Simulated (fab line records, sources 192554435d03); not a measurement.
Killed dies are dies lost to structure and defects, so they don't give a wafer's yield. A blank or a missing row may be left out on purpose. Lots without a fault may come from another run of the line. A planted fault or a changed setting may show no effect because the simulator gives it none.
Split-lot experiment | flow n5_finfet | 7 lots, 21 wafers read, on a route of 1938 steps

THE SPLIT
At N5_PMOS_HMC_CHANNEL_EPI_ETCH_32 (etches BARC in N2/H2, stops on SiO2, target depth 85.8 nm, time 50.3 s), the setting bias_w was moved away from the recipe's 150 W on 5 of the 21 wafers read, by -16.3% to +14.6%. The other wafers ran this setting at the recipe's value.

The reading is taken at the split's own step.

THE READING
rf_vpp_V, in V, at N5_PMOS_HMC_CHANNEL_EPI_ETCH_32 (etches BARC in N2/H2, stops on SiO2, target depth 85.8 nm, time 50.3 s). Fault-free wafers of this fab line usually give 523.9 V, standard deviation 2.6 V.

wafer  | tool, chamber at the split | bias_w as run, W | against the recipe | rf_vpp_V, V | against lot-mates on the recipe
L074.1 | rie_diel-04, 0             | 161.8            | +7.9%              | 548.0       | +26.5
L074.5 | rie_diel-04, 0             | 150              | recipe             | 522.1       | -
L074.6 | rie_diel-04, 3             | 150              | recipe             | 520.8       | -
L083.3 | rie_diel-03, 3             | 150              | recipe             | 526.0       | -
L083.4 | rie_diel-03, 2             | 150              | recipe             | 518.3       | -
L083.5 | rie_diel-03, 0             | 150              | recipe             | 527.2       | -
L090.2 | rie_diel-03, 2             | 150              | recipe             | 520.3       | -
L090.3 | rie_diel-03, 1             | 171.9            | +14.6%             | 574.8       | +51.3
L090.6 | rie_diel-03, 0             | 150              | recipe             | 526.7       | -
L094.1 | rie_diel-04, 0             | 150              | recipe             | 522.6       | -
L094.3 | rie_diel-04, 3             | 150              | recipe             | 528.6       | -
L094.4 | rie_diel-04, 1             | 125.5            | -16.3%             | 469.5       | -56.1
L095.1 | rie_diel-05, 3             | 150              | recipe             | 524.3       | -
L095.3 | rie_diel-05, 1             | 157.9            | +5.3%              | 536.5       | +12.2
L095.5 | rie_diel-05, 3             | 157.9            | +5.3%              | 542.6       | +18.3
L096.1 | rie_diel-04, 1             | 150              | recipe             | 522.5       | -
L096.2 | rie_diel-04, 3             | 150              | recipe             | 527.9       | -
L096.6 | rie_diel-04, 0             | 150              | recipe             | 522.1       | -
L097.1 | rie_diel-03, 0             | 150              | recipe             | 526.4       | -
L097.3 | rie_diel-03, 3             | 150              | recipe             | 524.9       | -
L097.5 | rie_diel-03, 2             | 150              | recipe             | 519.9       | -

THE FIT
A straight line over all 21 wafers: rf_vpp_V changes by +3.33 V for each +1% of bias_w; r = +0.99; the points scatter about the line by 3.1 V.
The same after taking each lot's own level away (the mean of its wafers on the recipe; 21 wafers): +3.41 V for each +1%; r = +0.99; scatter 2.9 V.
On that fit, the largest move of bias_w shifts the reading by 56 V.
The lots' own levels span 521.45 to 525.60 V, that is 1.6 times the standard deviation above.
So the lot-to-lot level changes the slope little: the two slopes agree.
Check: with one of the wafers moved furthest among these (-16.3%) left out of the fit, the line predicts -55.8 V for it against its lot-mates. It came out at -56.1 V against them.
Tool readings at the split's step, against how far the setting was moved: rf_vpp_V r = +0.99.

OTHER SPLITS ON THESE WAFERS
These wafers also went through other splits before the reading. Each is held against what the fit with the lots' levels taken away leaves over:
other split on the same wafers            | wafers away from the commonest value | r with rf_vpp_V (lot level and that fit taken away)
N5_WELL_APT_PEB_06 peb_time_s             | 9                                    | +0.03
N5_WELL_APT_COAT_19 spin_rpm              | 10                                   | +0.23
N5_PMOS_HMC_CHANNEL_EPI_PEB_07 peb_temp_c | 6                                    | -0.02

THE FILE'S OWN FIT
rf_vpp_V changes by +3.43 V for each +1% of bias_w, r = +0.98.
